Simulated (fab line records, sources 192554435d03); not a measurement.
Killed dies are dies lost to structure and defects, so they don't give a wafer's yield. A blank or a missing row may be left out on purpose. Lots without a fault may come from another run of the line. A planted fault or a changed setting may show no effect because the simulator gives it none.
Which tool did it? | flow n5_finfet | 24 lots, 72 wafers sampled, at 2 steps of a route of 1938

WHAT THE GAUGES READ, wafer by wafer
N5_HKMG_FIN_CD_MEAS_12: target cd 92.8 nm.
lot  | measured    | on        | cd_nm (nm)
L074 | day 4 04:02 | cd_sem-02 | 93.5 93.1 93.1
L075 | day 4 12:11 | cd_sem-01 | 92.2 93.2 92.7
L076 | day 4 14:38 | cd_sem-03 | 92.6 93.1 92.5
L077 | day 5 00:44 | cd_sem-01 | 93.4 92.7 93.1
L079 | day 5 09:00 | cd_sem-02 | 93.0 93.4 92.9
L078 | day 5 11:18 | cd_sem-01 | 92.4 93.1 92.4
L080 | day 5 18:08 | cd_sem-03 | 93.2 93.2 93.1
L081 | day 6 00:09 | cd_sem-01 | 93.1 92.9 92.9
L082 | day 6 09:59 | cd_sem-02 | 92.5 92.9 93.2
L083 | day 6 12:10 | cd_sem-03 | 92.2 93.0 92.9
L084 | day 6 18:02 | cd_sem-02 | 92.5 93.4 93.4
L085 | day 7 00:16 | cd_sem-01 | 93.2 92.9 92.2
L086 | day 7 09:14 | cd_sem-02 | 93.2 93.2 93.4
L087 | day 7 10:43 | cd_sem-03 | 92.0 92.4 92.4
L088 | day 7 19:42 | cd_sem-01 | 92.4 92.3 91.9
L089 | day 8 00:11 | cd_sem-03 | 93.3 93.1 92.9
L090 | day 8 08:52 | cd_sem-01 | 93.2 92.1 92.8
L091 | day 8 11:49 | cd_sem-02 | 93.3 92.1 92.3
L092 | day 8 16:34 | cd_sem-03 | 91.1 90.9 91.7
L093 | day 9 02:19 | cd_sem-02 | 92.5 92.5 92.7
L094 | day 9 04:17 | cd_sem-03 | 91.9 92.3 92.6
L095 | day 9 13:40 | cd_sem-02 | 93.5 92.4 93.6
L096 | day 9 17:11 | cd_sem-02 | 92.8 93.0 92.3
L097 | day 9 23:49 | cd_sem-02 | 93.5 93.4 93.9

N5_HKMG_FIN_OVL_MEAS_13.
lot  | measured    | on         | NWFM_OVL (nm)
L074 | day 4 04:04 | overlay-01 | -0.4 0.6 0.8
L075 | day 4 12:13 | overlay-01 | 0.8 -0.1 0.8
L076 | day 4 14:40 | overlay-02 | -0.3 0.2 -0.4
L077 | day 5 00:46 | overlay-01 | 1.6 1.1 -0.4
L079 | day 5 09:02 | overlay-02 | 0.5 0.4 1.3
L078 | day 5 11:20 | overlay-01 | 0.2 0.2 -0.2
L080 | day 5 18:10 | overlay-01 | 0.4 0.1 0.7
L081 | day 6 00:11 | overlay-02 | 0.7 1.1 1.2
L082 | day 6 10:01 | overlay-02 | 0.7 0.5 0.5
L083 | day 6 12:12 | overlay-02 | 0.2 0.3 0.4
L084 | day 6 18:04 | overlay-01 | 1.2 1.6 1.2
L085 | day 7 00:18 | overlay-01 | -0.5 -0.1 1.2
L086 | day 7 09:15 | overlay-01 | 1.5 0.8 0.5
L087 | day 7 10:45 | overlay-02 | -0.3 1.1 -0.3
L088 | day 7 19:44 | overlay-02 | 0.3 1.2 0.5
L089 | day 8 00:13 | overlay-02 | 0.1 -0.3 0.3
L090 | day 8 08:53 | overlay-02 | -0.7 0.4 -0.1
L091 | day 8 11:50 | overlay-01 | 1.2 0.5 0.4
L092 | day 8 16:35 | overlay-01 | 0.0 -0.2 -0.7
L093 | day 9 02:21 | overlay-02 | 1.2 1.9 1.3
L094 | day 9 04:19 | overlay-01 | 0.0 1.3 0.2
L095 | day 9 13:42 | overlay-01 | -0.6 -0.3 -0.6
L096 | day 9 17:13 | overlay-02 | 1.1 0.1 0.6
L097 | day 9 23:51 | overlay-01 | -0.1 0.8 0.1

WHICH TOOL RAN EACH LOT (tool, then ch and the chambers of the sampled wafers, then the start)
The record holds no process step before these readings.

WHAT THE TOOLS THEMSELVES READ (means of the sampled wafers that have a number; where no wafer has one, the mark that the record gives instead)
The record holds no such reading with a usual standard deviation.

THE ANSWER, worked out from the rows above alone
Rule: what is usual is taken from the lots themselves. Put in order of their means at a reading, lots are off if they are a third of the lots or fewer, leave a main group of 4 or more, and stand apart from it by a gap of 3 or more times the standard deviation of the main group's means; of several such gaps the widest counts. A main group whose means are all the same, to the digits that the tables above print for the reading, isn't used. A lot without any number at a reading at which 4 lots or more have one is off too. The other lots that the step has rows for count as sound. The gauges are gone through in route order, then the tools' own readings, and for those a lot's mean is taken as printed above. The first step at which some lot is off is used, and at that step the reading that is off furthest; a lot without a number counts as furthest.
No lot is off at any reading shown: from this, nothing can be told.

WHAT THE SIMULATOR HAD PUT IN
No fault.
